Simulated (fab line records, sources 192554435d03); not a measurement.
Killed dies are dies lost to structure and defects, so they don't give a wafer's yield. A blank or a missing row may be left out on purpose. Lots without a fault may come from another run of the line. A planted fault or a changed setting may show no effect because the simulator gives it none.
A struck lot beside a sound one | flow n5_finfet | 26 steps out of a route of 1938
Sound: wafers L821.4, L821.5, L821.6. Struck: wafers L814.1, L814.2, L814.4. The cause comes at the end.
At each step with rows: each side's tool, then ch and its chambers, then its first start. Under that, the readings that differ: sound wafers | struck wafers | difference of the means | sigmas: that difference in standard deviations of wafers without a fault.
alike: readings whose means differ by less than 2 such deviations, and words and numbers that are the same on both sides. not compared: withheld readings, readings that some wafer has no value for, bounds like >300 that may hide the same value, and numbers for which the record gives no deviation and whose values overlap.
The two part at a step that has a row with sigmas, a row that says differs or no value, or rows on one side only. Numbers that don't overlap but have no deviation are shown without sigmas and don't part them. A reading that every wafer of one side lacks parts them only if that side has two wafers or more.

first, 8 steps without rows for these wafers: N5_BEOL_M6_DEVELOP_10 (develop time 30 s); N5_BEOL_M6_DESCUM_16 (chemistry O2, time 7.9 s); N5_BEOL_M6_ETCH_61 (etches SiARC in CF4, target depth 45.5 nm, time 75.8 s); N5_BEOL_M6_ETCH_62 (etches SOC in N2/H2, target depth 110 nm, overetch 22 nm, time 165 s); N5_BEOL_M6_STRIP_68 (strips in N2/H2); N5_BEOL_M6_STRIP_67 (strips in CF4); N5_BEOL_M6_HM_OPEN_17 (chemistry Cl2/BCl3, target TiN, target depth 20 nm, overetch 6 nm); N5_BEOL_M6_STRIP_19 (strips in O2).
N5_BEOL_M6_COAT_63: time 60 s, resist thk 60 nm.
  sound on litho_track-03 ch 0, day 14 00:02; struck on litho_track-01 ch 0, day 12 19:07
  reading                                  | sound                | struck               | difference | sigmas
  dispense_pressure_kPa (kPa)              | 43 43 43             | 51 51 51             | +8         | +2
  spin_speed_rpm (rpm)                     | 1501.1 1500.9 1500.4 | 1413.6 1413.1 1412.6 | -87.7      | -99 or more
  model.SOC_of_BEOL_M6_COAT_63.thk_nm (nm) | 60 60.2 60.2         | 62 61.8 61.8         | +2         |
then, 11 steps without rows for these wafers: N5_BEOL_M6_COAT_64 (time 60 s, resist thk 12 nm); N5_BEOL_M6_COAT_71 (time 60 s, resist thk 5 nm); N5_BEOL_M6_COAT_22 (resist thk 30 nm); N5_BEOL_M6_EBR_24; N5_BEOL_M6_SOFTBAKE_23 (time 60 s); N5_BEOL_M6_EXPOSE_25 (exposes mask V5, target cd 40 nm); N5_BEOL_M6_PEB_26 (peb time 60 s); N5_BEOL_M6_DEVELOP_27 (develop time 30 s); N5_BEOL_M6_DESCUM_33 (chemistry O2, time 7 s); N5_BEOL_M6_ETCH_72 (etches underlayer in N2/H2, target depth 6.5 nm, time 5.2 s); N5_BEOL_M6_ETCH_65 (etches SiARC in CF4, target depth 15.6 nm, time 26 s).
N5_BEOL_M6_ETCH_66: etches SOC in N2/H2, target depth 80 nm, overetch 16 nm, time 120 s.
  sound on rie_diel-06 ch 0,1,3, day 14 00:33; struck on rie_diel-06 ch 0,2,3, day 12 19:35
  reading                  | sound             | struck           | difference                   | sigmas
  rf_hours_counter_h (h)   | - - -             | 210 249 244      | no value on the sound wafers |
  model.etch.depth_nm (nm) | 60.03 60.15 60.11 | 61.91 61.9 61.81 | +1.78                        |
  alike: bias_w, chamber_pressure_mTorr, drypump_motor_current_A, n2_flow_sccm, oes_product_au, rf_vpp_V, showerhead_plenum_p_Torr, throttle_valve_pct
then, 2 steps without rows for these wafers: N5_BEOL_M6_STRIP_69 (strips in N2/H2); N5_BEOL_M6_STRIP_73 (strips in N2/H2).
N5_BEOL_M6_VIA_ETCH_34: etches SiCOH lowk in C4F6/O2, target depth 126.3 nm, time 50.9 s.
  sound on rie_diel-06 ch 0,1,3, day 14 00:38; struck on rie_diel-06 ch 0,2,3, day 12 19:41
  reading                                  | sound      | struck      | difference                   | sigmas
  rf_hours_counter_h (h)                   | - - -      | 210 249 244 | no value on the sound wafers |
  model.SOC_of_BEOL_M6_COAT_63.thk_nm (nm) | 54 53.8 54 | 55.8 56 56  | +2.0                         |
  alike: bias_w, chamber_pressure_mTorr, drypump_motor_current_A, mfc_ar_sccm, oes_ar_750_au, oes_o_777_au, oes_product_au, rf_vpp_V, showerhead_plenum_p_Torr, throttle_valve_pct
then, 1 step without rows for these wafers: N5_BEOL_M6_STRIP_76 (strips in C4F6/O2).
-- the record jumps here: 4 days lie between the struck wafers' starts before and after (it left off in module BEOL_M6 and takes up again in module PASSIVATION, whose first step shown is number 1936 of the route) --
N5_PASSIVATION_PROBE_49:
  sound on prober-01, day 17 10:46; struck on prober-02, day 16 12:52
  alike: defect_limited_yield, killed_at_M0_to_M3, killed_at_M4_up, killed_at_contacts, killed_at_front_end, killed_at_other, killed_dies, killed_open, killed_short, sort_bin_5_function, sort_bin_6_memory, sort_n_pass, sort_yield_pct

WHERE THEY PART
First at N5_BEOL_M6_COAT_63; last, within this record, at N5_BEOL_M6_VIA_ETCH_34. Later steps at which nothing parts them and some readings are alike: N5_PASSIVATION_PROBE_49.

WHY: what the simulator had put in
Process parameter drift: litho_track-01, from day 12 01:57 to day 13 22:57, at N5_BEOL_M6_COAT_63. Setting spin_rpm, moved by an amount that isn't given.
